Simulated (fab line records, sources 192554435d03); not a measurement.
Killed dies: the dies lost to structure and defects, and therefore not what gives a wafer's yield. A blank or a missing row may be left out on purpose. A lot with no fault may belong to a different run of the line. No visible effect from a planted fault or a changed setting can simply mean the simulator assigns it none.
Split-lot study -- flow n5_finfet -- 39 wafers read across 7 lots, on a route 1938 steps long

== ON THE SPLIT ==
At N5_MOL_CONTACT_COAG_DESCUM_45 (chemistry O2, time 7 s), the setting time_s was moved away from the recipe's 7 s on 15 of the 39 wafers read, by -52.5% to +25.5%. All remaining wafers had this setting at the recipe value.

There is no step in the file separating the split from the reading.

== THE READING ==
CAR-EUV_of_MOL_CONTACT_COAG_COAT_34.thk_nm (the simulator's own value, which no gauge read), in nm, at N5_MOL_CONTACT_COAG_ETCH_65 (etches underlayer in N2/H2, target depth 13 nm, time 10.4 s). No usual value for it is given in the file. The 24 wafers here that ran the recipe average 24.5 nm, standard deviation 0.16 nm.

wafer,"tool, chamber at the split","time_s as run, s",against the recipe,"CAR-EUV_of_MOL_CONTACT_COAG_COAT_34.thk_nm, nm",against lot-mates on the recipe
L074.1,"rie_diel-02, 2",7,recipe,24.6,-
L074.5,"rie_diel-02, 2",7,recipe,24.6,-
L074.2,"rie_diel-02, 1,3",3.402,-51.4%,26.2,+1.7
L074.3,"rie_diel-02, 1,3",3.402,-51.4%,26.2,+1.7
L074.4,"rie_diel-02, 0",7,recipe,24.2,-
L074.6,"rie_diel-02, 3",3.402,-51.4%,26.4,+1.9
L076.1,"rie_diel-02, 3,0,0,3",7,recipe,24.6,-
L076.2,"rie_diel-02, 1,2",7,recipe,24.6,-
L076.3,"rie_diel-02, 1,2",7,recipe,24.6,-
L076.4,"rie_diel-02, 3,0,0,3",7,recipe,24.4,-
L076.6,"rie_diel-02, 3,0,0,3",7,recipe,24.4,-
L076.5,"rie_diel-02, 3,0,0,3",7,recipe,24.2,-
L077.1,"rie_diel-04, 2,0",7,recipe,24.4,-
L077.4,"rie_diel-04, 2,0",7,recipe,24.4,-
L077.6,"rie_diel-04, 1",7,recipe,24.2,-
L080.1,"rie_diel-04, 0",8.191,+17.0%,24,-0.5
L080.2,"rie_diel-04, 1",7,recipe,24.4,-
L080.4,"rie_diel-04, 1",7,recipe,24.4,-
L080.3,"rie_diel-04, 2",8.191,+17.0%,23.8,-0.7
L080.5,"rie_diel-04, 2",8.191,+17.0%,23.8,-0.7
L080.6,"rie_diel-04, 0",7,recipe,24.6,-
L091.1,"rie_diel-02, 3,2,2",7,recipe,24.6,-
L091.6,"rie_diel-02, 3,2,2",7,recipe,24.6,-
L091.2,"rie_diel-02, 1,3",5.524,-21.1%,25.4,+0.9
L091.5,"rie_diel-02, 1,3",5.524,-21.1%,25.4,+0.9
L091.3,"rie_diel-02, 3,2,2",7,recipe,24.4,-
L091.4,"rie_diel-02, 0",5.524,-21.1%,25.2,+0.7
L092.1,"rie_diel-04, 3,2,0",8.786,+25.5%,23.8,-0.7
L092.2,"rie_diel-04, 0,3",7,recipe,24.6,-
L092.3,"rie_diel-04, 2",7,recipe,24.2,-
L092.4,"rie_diel-04, 3,2,0",8.786,+25.5%,23.6,-0.9
L092.5,"rie_diel-04, 3,2,0",8.786,+25.5%,23.6,-0.9
L092.6,"rie_diel-04, 0,3",7,recipe,24.8,-
L096.1,"rie_diel-02, 3,2",3.327,-52.5%,26.2,+1.7
L096.4,"rie_diel-02, 3,2",3.327,-52.5%,26.2,+1.7
L096.2,"rie_diel-02, 1,3,2",7,recipe,24.6,-
L096.3,"rie_diel-02, 0",3.327,-52.5%,26,+1.5
L096.5,"rie_diel-02, 1,3,2",7,recipe,24.4,-
L096.6,"rie_diel-02, 1,3,2",7,recipe,24.4,-
If several chambers appear in one row, that row covers several wafers at once and the file leaves open which wafer was in which chamber.

THE FIT
A straight line over all 39 wafers: CAR-EUV_of_MOL_CONTACT_COAG_COAT_34.thk_nm changes by -0.0336 nm for each +1% of time_s; r = -0.98; the points scatter about the line by 0.15 nm.
The same after taking each lot's own level away (the mean of its wafers on the recipe; 39 wafers): -0.0338 nm for each +1%; r = -0.98; scatter 0.14 nm.
On that fit, the largest move of time_s shifts the reading by 1.8 nm.
The span of the lots' own levels, 24.33 to 24.53 nm, comes to 1.3 times the standard deviation stated above.
The two slopes agree, so the slope changes little with the lot-to-lot level.
Check: with one of the wafers moved furthest among these (-52.5%) left out of the fit, the line predicts +1.78 nm for it against its lot-mates. Against them it came out at +1.73 nm.

== ADDITIONAL SPLITS CARRIED BY THESE WAFERS ==
Note: prior to the reading, these wafers also went through further splits. Each is held against what the fit with the lots' levels taken away leaves over:
other split on the same wafers,wafers away from the commonest value,r with CAR-EUV_of_MOL_CONTACT_COAG_COAT_34.thk_nm (lot level and that fit taken away)
N5_ZERO_LAYER_DEVELOP_10 develop_time_s,15,-0.13
N5_PMOS_HMC_CHANNEL_EPI_DEVELOP_08 develop_time_s,15,+0.18
N5_DUMMY_GATE_CVD_03 time_s,30,+0.15

== THE WHOLE CHAIN: every reading that the file lists as answering this split, in the file's order ==
step,what it does,reading,change (the file's fit),r (the file's)
N5_MOL_CONTACT_COAG_DESCUM_45,"chemistry O2, time 7 s","CAR-EUV_of_MOL_CONTACT_COAG_COAT_34.thk_nm (the simulator's own value, which no gauge read)",-0.0331 nm for each +1% of the setting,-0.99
N5_MOL_CONTACT_COAG_ETCH_65,"etches underlayer in N2/H2, target depth 13 nm, time 10.4 s","CAR-EUV_of_MOL_CONTACT_COAG_COAT_34.thk_nm (the simulator's own value, which no gauge read)",-0.0338 nm for each +1% of the setting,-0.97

== THE FILE'S OWN FIT ==
CAR-EUV_of_MOL_CONTACT_COAG_COAT_34.thk_nm changes by -0.0338 nm for each +1% of time_s, r = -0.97.
